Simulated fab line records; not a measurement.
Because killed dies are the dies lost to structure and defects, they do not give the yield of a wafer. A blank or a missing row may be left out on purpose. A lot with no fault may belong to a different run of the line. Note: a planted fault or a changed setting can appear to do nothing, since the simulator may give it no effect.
Matching of chambers / flow n5 finfet / N5_MOL_CONTACT_COAG_ALD_131 on ald sin-03 has 4 sister chambers
The step deposits SiO2, target thk 5 nm, pulse time 1 s, co reactant pulse time 1 s. 18 wafers are shown with their chamber, then 9 later ones without.

== WAFERS PAIRED WITH THEIR CHAMBERS ==
wafer=L074.3; chamber=1; heater power w (W)=83; susceptor temp C (C)=99.76; precursor pulse height rel=1.019
wafer=L074.4; chamber=0; heater power w (W)=59; susceptor temp C (C)=99.77; precursor pulse height rel=0.997
wafer=L074.6; chamber=1; heater power w (W)=83; susceptor temp C (C)=99.78; precursor pulse height rel=1.013
wafer=L075.1; chamber=1; heater power w (W)=82; susceptor temp C (C)=100.14; precursor pulse height rel=1.008
wafer=L075.3; chamber=0; heater power w (W)=59; susceptor temp C (C)=99.87; precursor pulse height rel=1.003
wafer=L075.6; chamber=1; heater power w (W)=83; susceptor temp C (C)=99.94; precursor pulse height rel=1.010
wafer=L080.2; chamber=0; heater power w (W)=58; susceptor temp C (C)=99.98; precursor pulse height rel=0.990
wafer=L080.3; chamber=1; heater power w (W)=83; susceptor temp C (C)=99.98; precursor pulse height rel=0.964
wafer=L080.5; chamber=2; heater power w (W)=91; susceptor temp C (C)=99.91; precursor pulse height rel=1.004
wafer=L086.3; chamber=3; heater power w (W)=78; susceptor temp C (C)=100.16; precursor pulse height rel=1.019
wafer=L086.4; chamber=2; heater power w (W)=90; susceptor temp C (C)=99.87; precursor pulse height rel=0.995
wafer=L086.5; chamber=3; heater power w (W)=78; susceptor temp C (C)=100.08; precursor pulse height rel=1.000
wafer=L087.2; chamber=0; heater power w (W)=60; susceptor temp C (C)=100.15; precursor pulse height rel=0.993
wafer=L087.3; chamber=1; heater power w (W)=80; susceptor temp C (C)=100.07; precursor pulse height rel=1.032
wafer=L087.5; chamber=2; heater power w (W)=88; susceptor temp C (C)=100.16; precursor pulse height rel=1.000
wafer=L089.2; chamber=0; heater power w (W)=60; susceptor temp C (C)=99.95; precursor pulse height rel=1.007
wafer=L089.4; chamber=1; heater power w (W)=81; susceptor temp C (C)=100.01; precursor pulse height rel=1.002
wafer=L089.6; chamber=2; heater power w (W)=88; susceptor temp C (C)=99.90; precursor pulse height rel=0.999

SIGNATURES (means of the wafers above)
reading=heater power w; chamber 0=59.20; chamber 1=82.14; chamber 2=89.25; chamber 3=78.00; scatter within a chamber=1.15
reading=susceptor temp C; chamber 0=99.9440; chamber 1=99.9543; chamber 2=99.9600; chamber 3=100.1200; scatter within a chamber=0.135
reading=precursor pulse height rel; chamber 0=0.99800; chamber 1=1.00686; chamber 2=0.99950; chamber 3=1.00950; scatter within a chamber=0.0149
Rule: for a wafer and a chamber, the distance is found by dividing, reading by reading, the gap between the wafer's reading and the chamber's mean by the reading's scatter, squaring, summing and taking the root. If the next closest chamber is less than 2 further off than the closest, the wafer can't be placed; otherwise it belongs to the closest. The scatter: take each reading less its chamber's mean, square it, sum over the shown wafers, divide by the number of wafers less the number of chambers, and take the root.

== WAFERS WHOSE CHAMBER IS MISSING ==
wafer=L090.2; heater power w (W)=81; susceptor temp C (C)=100.04; precursor pulse height rel=1.022
wafer=L090.4; heater power w (W)=89; susceptor temp C (C)=99.79; precursor pulse height rel=0.962
wafer=L090.5; heater power w (W)=81; susceptor temp C (C)=99.99; precursor pulse height rel=1.006
wafer=L094.2; heater power w (W)=60; susceptor temp C (C)=99.82; precursor pulse height rel=0.978
wafer=L094.3; heater power w (W)=77; susceptor temp C (C)=99.99; precursor pulse height rel=0.967
wafer=L094.4; heater power w (W)=81; susceptor temp C (C)=99.65; precursor pulse height rel=1.003
wafer=L096.2; heater power w (W)=61; susceptor temp C (C)=100.01; precursor pulse height rel=0.989
wafer=L096.3; heater power w (W)=88; susceptor temp C (C)=100.13; precursor pulse height rel=1.003
wafer=L096.4; heater power w (W)=88; susceptor temp C (C)=100.10; precursor pulse height rel=1.026

== CHAMBER TAKEN BY EACH ==
wafer=L090.2; from the rows above=can't be placed: 1 or 3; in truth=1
wafer=L090.4; from the rows above=2; in truth=2
wafer=L090.5; from the rows above=can't be placed: 1 or 3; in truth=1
wafer=L094.2; from the rows above=0; in truth=0
wafer=L094.3; from the rows above=3; in truth=3
wafer=L094.4; from the rows above=can't be placed: 1 or 3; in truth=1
wafer=L096.2; from the rows above=0; in truth=0
wafer=L096.3; from the rows above=2; in truth=2
wafer=L096.4; from the rows above=2; in truth=2
6 of 9 placed correctly. Unplaceable from these rows: 3, with the true chamber sitting among the candidates in 3. Number placed wrongly: 0.
